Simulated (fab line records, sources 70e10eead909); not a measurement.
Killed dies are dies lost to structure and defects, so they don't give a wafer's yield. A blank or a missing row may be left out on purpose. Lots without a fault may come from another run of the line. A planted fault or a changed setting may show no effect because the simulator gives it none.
A struck lot beside a sound one | flow nand_harc | 42 steps out of a route of 1159
Sound: wafers L559.1, L559.2, L559.6. Struck: wafer L574.6. (L574.2, L574.5 of the same lot were not struck and are left out.) The cause comes at the end.
At each step with rows: each side's tool, then ch and its chambers, then its first start. Under that, the readings that differ: sound wafers | struck wafers | difference of the means | sigmas: that difference in standard deviations of wafers without a fault.
alike: readings whose means differ by less than 2 such deviations, and words and numbers that are the same on both sides. not compared: withheld readings, readings that some wafer has no value for, bounds like >300 that may hide the same value, and numbers for which the record gives no deviation and whose values overlap.
The two part at a step that has a row with sigmas, a row that says differs or no value, or rows on one side only. Numbers that don't overlap but have no deviation are shown without sigmas and don't part them. A reading that every wafer of one side lacks parts them only if that side has two wafers or more.

NHARC_THIN_TSV_CD_MEAS_12: target cd 1000 nm.
  sound on cd_sem-01 ch 0, day 18 13:01; struck on cd_sem-02 ch 0, day 22 13:39
  alike: cd_nm
then, 1 step without rows for these wafers: NHARC_THIN_TSV_HARDBAKE_13 (time 80 s).
NHARC_THIN_TSV_DESCUM_14: chemistry O2, time 3 s.
  sound on rie_diel-10 ch 0,1,3, day 18 13:11; struck on rie_diel-06 ch 0, day 22 13:50
  reading      | sound          | struck | difference | sigmas
  rf_vpp_V (V) | 55.8 56.3 56.8 | 58.3   | +2.0       | +2
  alike: drypump_motor_current_A, o2_flow_sccm, oes_product_au, showerhead_plenum_p_Torr, throttle_valve_pct
  not compared: rf_hours_counter_h
then, 2 steps without rows for these wafers: NHARC_THIN_TSV_ETCH_44 (etches the open film in CF4/O2, target depth 1594.2 nm, time 797.1 s); NHARC_THIN_TSV_ETCH_15 (target depth 3000 nm, bosch target overetch cycles 2, bosch etch step 2.8 s).
NHARC_THIN_TSV_CD_MEAS_16:
  sound on cd_sem-01, day 18 13:59; struck on cd_sem-03, day 22 14:38
  alike: cd_nm
then, 2 steps without rows for these wafers: NHARC_THIN_TSV_STRIP_45 (strips in O2); NHARC_THIN_TSV_STRIP_46 (strips in post etch residue remover, time 1200 s).
NHARC_THIN_TSV_DEP_47: deposits SiO2, target thk 200 nm.
  sound on pecvd-02 ch 1,2, day 18 14:54; struck on pecvd-04 ch 0, day 22 15:36
  alike: rf_fwd_power_W, showerhead_vpp_V, throttle_valve_pct
then, 2 steps without rows for these wafers: NHARC_THIN_TSV_ETCHBACK_48 (etches the open film in C4F8/Ar, target depth 1028.5 nm, time 405.17 s); NHARC_THIN_TSV_STRIP_62 (strips in N2/H2, time 20 s).
NHARC_THIN_TSV_DEGAS_49: time 120 s.
  sound on pvd_sputter-01, day 18 15:52; struck on pvd_sputter-03, day 22 16:31
  alike: heater_power_w
NHARC_THIN_TSV_PRE_CLEAN_50: time 30 s.
  sound on pvd_sputter-01, day 18 15:58; struck on pvd_sputter-03, day 22 16:35
  alike: heater_power_w
NHARC_THIN_TSV_PVD_19: deposits TaN, target thk 20 nm.
  sound on pvd_sputter-01; struck on pvd_sputter-03
  alike: throttle_valve_pct
then, 17 steps without rows for these wafers: NHARC_THIN_TSV_PVD_51 (deposits Cu, target thk 100 nm); NHARC_THIN_TSV_ECD_20 (material Cu, target thk 2000 nm); NHARC_THIN_TSV_ANNEAL_52 (time 90 s); NHARC_THIN_TSV_CMP_21 (polishes, t overpolish 30 s, target thk 2000 nm); NHARC_THIN_TSV_SRD_23; NHARC_THIN_TSV_DEGAS_53 (time 60 s); NHARC_THIN_TSV_PRE_CLEAN_54 (time 30 s); NHARC_THIN_TSV_PVD_55 (deposits TiN, target thk 50 nm); NHARC_THIN_TSV_PVD_24 (deposits Al, target thk 800 nm); NHARC_THIN_TSV_DEHYDRATE_25 (time 120 s); NHARC_THIN_TSV_HMDS_26 (time 30 s); NHARC_THIN_TSV_COAT_27; NHARC_THIN_TSV_SOFTBAKE_28 (time 95 s); NHARC_THIN_TSV_EBR_29; NHARC_THIN_TSV_EXPOSE_30 (exposes mask PAD); NHARC_THIN_TSV_PEB_31 (peb time 85 s); NHARC_THIN_TSV_DEVELOP_32 (time 70 s).
NHARC_THIN_TSV_CD_MEAS_33: target cd 5000 nm.
  sound on cd_sem-01 ch 0, day 18 18:59; struck on cd_sem-01 ch 0, day 22 19:39
  alike: cd_nm
then, 1 step without rows for these wafers: NHARC_THIN_TSV_HARDBAKE_34 (time 80 s).
NHARC_THIN_TSV_DESCUM_35: chemistry O2, time 3 s.
  sound on rie_diel-10 ch 0,1, day 18 19:10; struck on rie_diel-10 ch 1, day 22 19:50
  alike: drypump_motor_current_A, o2_flow_sccm, oes_product_au, rf_vpp_V, showerhead_plenum_p_Torr, throttle_valve_pct
  not compared: rf_hours_counter_h
then, 4 steps without rows for these wafers: NHARC_THIN_TSV_ETCH_59 (etches the open film in Cl2/BCl3, target depth 880 nm, time 138.1 s); NHARC_THIN_TSV_ETCH_36 (etches the open film in Cl2/BCl3, target depth 65 nm, time 18.571 s); NHARC_THIN_TSV_STRIP_56 (strips in O2); NHARC_THIN_TSV_STRIP_57 (strips in post etch residue remover, time 1200 s).
NHARC_THIN_TSV_CD_MEAS_37:
  sound on cd_sem-03, day 18 20:26; struck on cd_sem-01, day 22 21:07
  alike: cd_nm
then, 1 step without rows for these wafers: NHARC_THIN_TSV_ANNEAL_58 (time 1800 s).
NHARC_END_WLT_00:
  sound on prober-02, day 19 00:19; struck on prober-02, day 23 14:34
  reading                           | sound             | struck | difference | sigmas
  VT_DECK1_MEDIAN_NEAR_BOTTOM       | 0.873 0.877 0.877 | 0.860  | -0.016     | -2
  VT_DECK1_MEDIAN_NEAR_BOTTOM_INNER | 0.872 0.879 0.883 | 0.862  | -0.016     | -2
  VT_DECK1_TOP_INNER                | 0.903 0.898 0.902 | 0.881  | -0.020     | -3
  alike: VT_DECK1_BOTTOM, VT_DECK1_BOTTOM_INNER, VT_DECK1_MIDDLE, VT_DECK1_MIDDLE_INNER, VT_DECK1_TOP
  not compared: hold
NHARC_END_SORT_01:
  sound on prober-02 ch 0, day 19 03:17; struck on prober-01 ch 0, day 23 23:25
  reading                  | sound          | struck                   | difference                   | sigmas
  hold                     | - - -          | await_dispo/1.8h/release | no value on the sound wafers |
  defect_limited_yield (%) | 96.3 97.2 96.9 | 82.4                     | -14.4                        | -8
  killed_at_other          | 1 0 1          | 99                       | +98                          | +89
  killed_dies              | 25 19 21       | 119                      | +97                          | +8
  sort_bin_2_pct (%)       | 1.0 0.7 0.7    | 7.1                      | +6.3                         | +9
  sort_bin_3_pct (%)       | 0.15 0.15 0    | 4.43                     | +4.33                        | +20
  sort_bin_4_pct (%)       | 2.5 1.9 2.4    | 6.1                      | +3.8                         | +3
  sort_n_pass              | 652 658 656    | 558                      | -97                          | -8
  sort_rim_yield_pct (%)   | 94.3 93.4 98.1 | 87.7                     | -7.6                         | -3
  sort_yield_pct (%)       | 96.3 97.2 96.9 | 82.4                     | -14.4                        | -8
  alike: killed_at_array, killed_at_periphery, killed_open, killed_short

WHERE THEY PART
First at NHARC_THIN_TSV_DESCUM_14; last, within this record, at NHARC_END_SORT_01.

WHY: what the simulator had put in
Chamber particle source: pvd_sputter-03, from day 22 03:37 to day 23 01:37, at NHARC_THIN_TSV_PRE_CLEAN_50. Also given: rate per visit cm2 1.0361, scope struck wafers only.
